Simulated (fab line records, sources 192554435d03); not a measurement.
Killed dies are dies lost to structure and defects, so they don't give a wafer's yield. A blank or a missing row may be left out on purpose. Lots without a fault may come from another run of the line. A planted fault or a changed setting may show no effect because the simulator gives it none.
Which tool did it? | flow n5_finfet | 15 lots, 42 wafers sampled, at 2 steps of a route of 1938

WHAT THE GAUGES READ, wafer by wafer
N5_BEOL_M11_OVL_MEAS_29. Usual: V10_OVL -0.2 nm, standard deviation 0.71.
lot  | measured     | on         | V10_OVL (nm)   | flag
L956 | day 11 02:52 | overlay-02 | -0.1 0.5       |
L958 | day 11 05:06 | overlay-02 | 0.3 -0.3 0.0   |
L960 | day 11 17:30 | overlay-02 | -0.9 -1.3 -0.1 |
L961 | day 12 03:26 | overlay-02 | 0.5 0.7 1.1    |
L962 | day 12 03:36 | overlay-02 | 0.0 0.2 -0.4   |
L965 | day 12 20:57 | overlay-02 | -0.3 -0.8      |
L966 | day 13 03:55 | overlay-02 | 0.1 0.6 0.4    |
L968 | day 14 04:26 | overlay-01 | -0.2 -1.1 -1.6 |
L970 | day 14 14:14 | overlay-01 | - - -          | OFF
L972 | day 14 14:24 | overlay-01 | - - -          | OFF
L973 | day 14 16:22 | overlay-01 | - - -          | OFF
L974 | day 14 23:27 | overlay-01 | -0.2 -0.1 0.6  |
L975 | day 15 22:26 | overlay-01 | 0.4 -1.6       |
L977 | day 15 22:37 | overlay-02 | 0.3 0.7 0.1    |
L979 | day 16 10:55 | overlay-01 | -0.7 0.3 0.6   |

WHICH TOOL RAN EACH LOT (tool, then ch and the chambers of the sampled wafers, then the start)
lot  | N5_BEOL_M11_EXPOSE_25
L956 | arfi_scanner-02 ch 0, day 11 02:43
L958 | arfi_scanner-02 ch 0, day 11 04:56
L960 | arfi_scanner-01 ch 0, day 11 17:20
L961 | arfi_scanner-03 ch 0, day 12 03:16
L962 | arfi_scanner-01 ch 0, day 12 03:26
L965 | arfi_scanner-01 ch 0, day 12 20:47
L966 | arfi_scanner-02 ch 0, day 13 03:46
L968 | arfi_scanner-03 ch 0, day 14 04:17
L970 | arfi_scanner-02, day 14 14:04
L972 | arfi_scanner-01, day 14 14:14
L973 | arfi_scanner-01, day 14 16:13
L974 | arfi_scanner-02 ch 0, day 14 23:17
L975 | arfi_scanner-03 ch 0, day 15 22:17
L977 | arfi_scanner-02 ch 0, day 15 22:27
L979 | arfi_scanner-01 ch 0, day 16 10:46
- N5_BEOL_M11_EXPOSE_25: exposes mask V10.

WHAT THE TOOLS THEMSELVES READ (means of the sampled wafers that have a number; where no wafer has one, the mark that the record gives instead)
N5_BEOL_M11_EXPOSE_25. Usual: exposure_dose_mJ_cm2 85.46, standard deviation 0.11; focus_offset_nm 0.0 nm, standard deviation 0.56.
lot  | tool            | exposure_dose_mJ_cm2 | focus_offset_nm (nm) | flag
L956 | arfi_scanner-02 | 85.52                | -0.2                 |
L958 | arfi_scanner-02 | 85.57                | 0.3                  |
L960 | arfi_scanner-01 | 85.52                | 0.5                  |
L961 | arfi_scanner-03 | 85.40                | 0.0                  |
L962 | arfi_scanner-01 | 85.35                | 0.2                  |
L965 | arfi_scanner-01 | 85.35                | -0.2                 |
L966 | arfi_scanner-02 | 85.39                | 0.4                  |
L968 | arfi_scanner-03 | 85.41                | -0.9                 |
L970 | arfi_scanner-02 | -                    | -                    | OFF
L972 | arfi_scanner-01 | -                    | -                    | OFF
L973 | arfi_scanner-01 | -                    | -                    | OFF
L974 | arfi_scanner-02 | 85.53                | 0.2                  |
L975 | arfi_scanner-03 | 85.44                | 0.9                  |
L977 | arfi_scanner-02 | 85.58                | 0.2                  |
L979 | arfi_scanner-01 | 85.42                | -0.4                 |

THE ANSWER, worked out from the rows above alone
Rule: a lot is off if the mean of its wafers that have a number lies more than 3 standard deviations from the usual mean. A lot without any number at a reading at which 4 lots or more have one is off too. The other lots that the step has rows for count as sound. The gauges are gone through in route order, then the tools' own readings, and for those a lot's mean is taken as printed above. The first step at which some lot is off is used, and at that step the reading that is off furthest; a lot without a number counts as furthest.
Off: L970, L972, L973, at N5_BEOL_M11_OVL_MEAS_29 (V10_OVL). Without a number there: L970, L972, L973.
A tool fits if, at a process step before that reading, it ran every lot that is off, and no sound lot after the first of them. The gauges at N5_BEOL_M11_OVL_MEAS_29 aren't tried: what is off there is off at N5_BEOL_M11_EXPOSE_25 too, on other tools, and a gauge's error can't cause that. None of those tried fits.

WHAT THE SIMULATOR HAD PUT IN
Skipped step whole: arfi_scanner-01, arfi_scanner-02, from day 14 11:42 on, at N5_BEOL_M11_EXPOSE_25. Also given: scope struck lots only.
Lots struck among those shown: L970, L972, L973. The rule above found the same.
